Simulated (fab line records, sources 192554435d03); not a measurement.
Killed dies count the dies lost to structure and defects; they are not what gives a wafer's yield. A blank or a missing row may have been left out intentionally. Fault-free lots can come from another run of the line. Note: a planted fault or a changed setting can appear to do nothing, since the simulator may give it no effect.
Split-lot trial / flow n5-finfet / route with 1938 steps; 7 lots, 21 wafers read

## ON THE SPLIT
At N5_BEOL_M5_TRENCH_ETCH_37 (etches SiCOH lowk in C4F6/O2, target depth 71.652 nm, time 24.7 s), the setting time-s was moved away from the recipe's 24.7 s on 9 of the 21 wafers read, by -21.3% to +14.0%. For the rest of the wafers, this setting stayed at what the recipe calls for.

## FROM THE SPLIT TO THE READING: what the file shows between them, 13 steps
- N5_BEOL_M5_ETCH_41: etches SiCN in CH3F/O2, target depth 31.5 nm, time 56.7 s
- N5_BEOL_M5_STRIP_91: strips in N2/H2, time 10 s
- N5_BEOL_M5_OCD_MEAS_38
- N5_BEOL_M5_HM_STRIP_39: strips TiN in peroxide tin strip, target depth 25 nm, time 158 s
- N5_BEOL_M5_SRD_40: time 30 s
- N5_BEOL_M5_ECD_50: material Cu, target thk 300 nm
- N5_BEOL_M5_ANNEAL_51: time 90 s
- N5_BEOL_M5_CMP_52: polishes, stops on SiCOH lowk, t overpolish 6.9 s, target thk 62 nm
- N5_BEOL_M5_THK_MEAS_53: measures by xrf
- N5_BEOL_M5_PRE_CLEAN_77: time 15 s
- N5_BEOL_M5_CO_CAP_78: material Co, precursor CCTBA/H2, target thk 2 nm, time 102.1 s
- N5_BEOL_M5_PRE_CLEAN_55: time 15 s
- N5_BEOL_M5_DEP_56: deposits SiCN from 3MS/NH3, target thk 8 nm, time 14 s

## THE READING
Measured at N5_BEOL_M5_RS_MEAS_57 by four-point probe: M5_RS, in ohm/sq. Fault-free wafers of this fab line usually give 0.391 ohm/sq, standard deviation 0.013 ohm/sq.

wafer=L080.1; tool, chamber at the split=rie-diel-06, 2; time-s as run, s=24.7; against the recipe=recipe; M5_RS, ohm/sq=0.381; against lot-mates on the recipe=-
wafer=L080.2; tool, chamber at the split=rie-diel-06, 1; time-s as run, s=21.56; against the recipe=-12.7%; M5_RS, ohm/sq=0.464; against lot-mates on the recipe=+0.080
wafer=L080.4; tool, chamber at the split=rie-diel-06, 0; time-s as run, s=24.7; against the recipe=recipe; M5_RS, ohm/sq=0.388; against lot-mates on the recipe=-
wafer=L079.2; tool, chamber at the split=rie-diel-06, 2,3; time-s as run, s=24.7; against the recipe=recipe; M5_RS, ohm/sq=0.381; against lot-mates on the recipe=-
wafer=L079.3; tool, chamber at the split=rie-diel-06, 2,3; time-s as run, s=24.7; against the recipe=recipe; M5_RS, ohm/sq=0.366; against lot-mates on the recipe=-
wafer=L079.4; tool, chamber at the split=rie-diel-06, 0; time-s as run, s=20.96; against the recipe=-15.1%; M5_RS, ohm/sq=0.498; against lot-mates on the recipe=+0.124
wafer=L085.2; tool, chamber at the split=rie-diel-04, 2; time-s as run, s=24.7; against the recipe=recipe; M5_RS, ohm/sq=0.401; against lot-mates on the recipe=-
wafer=L085.4; tool, chamber at the split=rie-diel-04, 0; time-s as run, s=19.86; against the recipe=-19.6%; M5_RS, ohm/sq=0.570; against lot-mates on the recipe=+0.169
wafer=L085.6; tool, chamber at the split=rie-diel-04, 3; time-s as run, s=19.86; against the recipe=-19.6%; M5_RS, ohm/sq=0.556; against lot-mates on the recipe=+0.155
wafer=L094.2; tool, chamber at the split=rie-diel-06, 0; time-s as run, s=24.7; against the recipe=recipe; M5_RS, ohm/sq=0.396; against lot-mates on the recipe=-
wafer=L094.5; tool, chamber at the split=rie-diel-06, 2; time-s as run, s=24.7; against the recipe=recipe; M5_RS, ohm/sq=0.395; against lot-mates on the recipe=-
wafer=L094.6; tool, chamber at the split=rie-diel-06, 3; time-s as run, s=24.7; against the recipe=recipe; M5_RS, ohm/sq=0.386; against lot-mates on the recipe=-
wafer=L093.2; tool, chamber at the split=rie-diel-01, 1; time-s as run, s=24.7; against the recipe=recipe; M5_RS, ohm/sq=0.385; against lot-mates on the recipe=-
wafer=L093.3; tool, chamber at the split=rie-diel-01, 2; time-s as run, s=24.7; against the recipe=recipe; M5_RS, ohm/sq=0.394; against lot-mates on the recipe=-
wafer=L093.4; tool, chamber at the split=rie-diel-01, 0; time-s as run, s=28.16; against the recipe=+14.0%; M5_RS, ohm/sq=0.342; against lot-mates on the recipe=-0.047
wafer=L095.2; tool, chamber at the split=rie-diel-04, 3; time-s as run, s=24.7; against the recipe=recipe; M5_RS, ohm/sq=0.397; against lot-mates on the recipe=-
wafer=L095.4; tool, chamber at the split=rie-diel-04, 1; time-s as run, s=19.44; against the recipe=-21.3%; M5_RS, ohm/sq=0.515; against lot-mates on the recipe=+0.118
wafer=L095.5; tool, chamber at the split=rie-diel-04, 1; time-s as run, s=19.44; against the recipe=-21.3%; M5_RS, ohm/sq=0.509; against lot-mates on the recipe=+0.112
wafer=L097.1; tool, chamber at the split=rie-diel-04, 2; time-s as run, s=27.1; against the recipe=+9.7%; M5_RS, ohm/sq=0.346; against lot-mates on the recipe=+0.003
wafer=L097.3; tool, chamber at the split=rie-diel-04, 0; time-s as run, s=27.1; against the recipe=+9.7%; M5_RS, ohm/sq=0.333; against lot-mates on the recipe=-0.010
wafer=L097.6; tool, chamber at the split=rie-diel-04, 1; time-s as run, s=24.7; against the recipe=recipe; M5_RS, ohm/sq=0.343; against lot-mates on the recipe=-
When a row names more than one chamber, that row covers several wafers, and the file does not tell which wafer ran in which chamber.

THE FIT
A straight line over all 21 wafers: M5_RS changes by -0.00653 ohm/sq for each +1% of time-s; r = -0.95; the points scatter about the line by 0.023 ohm/sq.
The same after taking each lot's own level away (the mean of its wafers on the recipe; 21 wafers): -0.00567 ohm/sq for each +1%; r = -0.93; scatter 0.023 ohm/sq.
The reading moves by 0.12 ohm/sq for the largest change in time-s, on that fit.
Across the lots, their own levels run from 0.3430 to 0.4010 ohm/sq, a range of 4.5 times the standard deviation given above.
In other words, the slope is changed by the lot-to-lot level; the two fits disagree.
Check: for one of the wafers moved furthest among these (-21.3%), held out of the fit, the line's prediction against its lot-mates is +0.137 ohm/sq. Against them it came out at +0.118 ohm/sq.

## THE WHOLE CHAIN: every reading that the file lists as answering this split, in the file's order
step=N5_BEOL_M5_TRENCH_ETCH_37; what it does=etches SiCOH lowk in C4F6/O2, target depth 71.652 nm, time 24.7 s; reading=BEOL_M5.feature-depth-nm (the simulator's own value, which no gauge read); change (the file's fit)=+0.619 nm for each +1% of the setting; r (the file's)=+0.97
step=N5_BEOL_M5_TRENCH_ETCH_37; what it does=etches SiCOH lowk in C4F6/O2, target depth 71.652 nm, time 24.7 s; reading=etch.depth-nm (the simulator's own value, which no gauge read); change (the file's fit)=+0.618 nm for each +1% of the setting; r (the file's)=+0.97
step=N5_BEOL_M5_OCD_MEAS_38; what it does=; reading=trench-depth-nm; change (the file's fit)=+0.609 nm for each +1% of the setting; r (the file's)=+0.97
step=N5_BEOL_M5_CMP_52; what it does=polishes, stops on SiCOH lowk, t overpolish 6.9 s, target thk 62 nm; reading=Cu_of_BEOL_M5_ECD_50.thk-nm (the simulator's own value, which no gauge read); change (the file's fit)=+0.622 nm for each +1% of the setting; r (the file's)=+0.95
step=N5_BEOL_M5_THK_MEAS_53; what it does=measures by xrf; reading=M5_THK; change (the file's fit)=+0.615 for each +1% of the setting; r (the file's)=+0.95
step=N5_BEOL_M5_RS_MEAS_57; what it does=measures by four-point-probe; reading=M5_RS; change (the file's fit)=-0.00606 for each +1% of the setting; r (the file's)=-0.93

## THE FILE'S OWN FIT
M5_RS changes by -0.00606 ohm/sq for each +1% of time-s, r = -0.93.
